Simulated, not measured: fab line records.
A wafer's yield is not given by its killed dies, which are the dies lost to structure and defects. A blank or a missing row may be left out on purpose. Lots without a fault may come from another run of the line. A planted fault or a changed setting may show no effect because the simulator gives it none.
A struck lot beside a sound one + flow n5_finfet + 15 steps out of a route of 1938
Sound: wafers L616.1, L616.3, L616.4. Struck: wafer L624.3. (L624.4, L624.5 of the same lot were not struck and are left out.) The cause comes at the end.
Per side, at each step with rows, come the tool, then ch with its chambers, and then its first start. Under that, the readings that differ: sound wafers + struck wafers + difference of the means + sigmas: that difference in standard deviations of wafers without a fault.
alike: readings whose means differ by less than 2 such deviations, and words and numbers that are the same on both sides. not compared: withheld readings, readings that some wafer has no value for, bounds like >300 that may hide the same value, and numbers for which the record gives no deviation and whose values overlap.
Wherever a step has rows on one side only, a row that says differs or no value, or a row with sigmas, the two part there. Numbers that have no deviation but don't overlap get no sigmas and don't part them. A reading missing from all wafers of one side parts the sides only when that side holds two or more wafers.

N5_GATE_CUT_CD_MEAS_13: target cd 20 nm.
  sound on cd_sem-02 ch 0, day 6 08:05; struck on cd_sem-03 ch 0, day 8 05:58
  alike: cd_nm
N5_GATE_CUT_OVL_MEAS_14:
  sound on overlay-01 ch 0, day 6 08:07; struck on overlay-01 ch 0, day 8 06:00
  alike: GATE_CUT_OVL
N5_GATE_CUT_INSPECT_15: inspects for defects (brightfield).
  sound: defect_inspect-01 at day 6 08:10; struck: defect_inspect-02 at day 8 06:03
  alike: raw_defect_count
N5_GATE_CUT_DESCUM_18: chemistry O2, time 7 s.
  sound on rie_diel-02 ch 0,2,3, day 6 08:23; struck on rie_diel-01 ch 0, day 8 06:14
  alike: drypump_motor_current_A, oes_product_au, rf_vpp_V, showerhead_plenum_p_Torr, throttle_valve_pct
  not compared: rf_hours_counter_h
then, 1 step without rows for these wafers: N5_GATE_CUT_ETCH_28 (etches underlayer in N2/H2, target depth 13 nm, time 10.4 s).
N5_GATE_CUT_ETCH_36: etches SiARC in CF4, target depth 13 nm, time 21.7 s.
  sound on rie_diel-02 ch 0,2,3, day 6 08:26; struck on rie_diel-01 ch 0, day 8 06:17
  alike: cf4_flow_sccm, drypump_motor_current_A, etch_rf_on_time_s, oes_product_au, rf_vpp_V, showerhead_plenum_p_Torr, throttle_valve_pct
  not compared: rf_hours_counter_h
N5_GATE_CUT_ETCH_37: etches SOC in N2/H2, target depth 60 nm, overetch 12 nm, time 90 s.
  sound on rie_diel-02 ch 0,2,3, day 6 08:28; struck on rie_diel-01 ch 0, day 8 06:19
  alike: drypump_motor_current_A, oes_product_au, rf_vpp_V, showerhead_plenum_p_Torr, throttle_valve_pct
  not compared: rf_hours_counter_h
then, 3 steps without rows for these wafers: N5_GATE_CUT_STRIP_38 (strips in N2/H2); N5_GATE_CUT_STRIP_39 (strips in N2/H2); N5_GATE_CUT_HM_OPEN_40 (chemistry C4F6/O2, target SiO2, target depth 139 nm, time 85.1 s).
N5_GATE_CUT_STRIP_41: strips in CF4.
  sound on rie_diel-02 ch 0,2,3, day 6 08:37; struck on rie_diel-01 ch 0, day 8 06:27
  alike: cf4_flow_sccm, drypump_motor_current_A, oes_product_au, rf_vpp_V, showerhead_plenum_p_Torr, throttle_valve_pct
  not compared: rf_hours_counter_h
N5_GATE_CUT_STRIP_42: strips in O2.
  sound on rie_diel-02 ch 0,2,3, day 6 08:38; struck on rie_diel-01 ch 0, day 8 06:28
  alike: drypump_motor_current_A, oes_product_au, rf_vpp_V, showerhead_plenum_p_Torr, throttle_valve_pct
  not compared: rf_hours_counter_h
N5_GATE_CUT_ETCH_19: etches SiNx in CH3F/O2, target depth 53.7 nm, time 76.7 s.
  sound on rie_diel-02 ch 0,2,3, day 6 08:40; struck on rie_diel-01 ch 0, day 8 06:31
| reading               | sound          | struck | difference | sigmas |
|-----------------------|----------------|--------|------------|--------|
| etch_rf_on_time_s (s) | 76.2 77.3 75.5 | 58.7   | -17.6      | -19    |
| oes_product_au (a.u.) | 0.71 0.59 0.74 | 0.76   | +0.08      | +2     |
  alike: drypump_motor_current_A, oes_ar_750_au, rf_vpp_V, showerhead_plenum_p_Torr, throttle_valve_pct
  not compared: rf_hours_counter_h
then, 2 steps without rows for these wafers: N5_GATE_CUT_CUT_ETCH_53 (etches W in SF6/Cl2, target depth 79.2 nm); N5_PASSIVATION_PROBE_49.

== WHERE THEY PART ==
Only at N5_GATE_CUT_ETCH_19, within this record.

WHY: whatever the simulator had introduced
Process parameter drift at N5_GATE_CUT_ETCH_19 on rie_diel-01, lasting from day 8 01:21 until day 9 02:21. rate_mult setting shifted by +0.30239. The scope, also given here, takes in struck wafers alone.
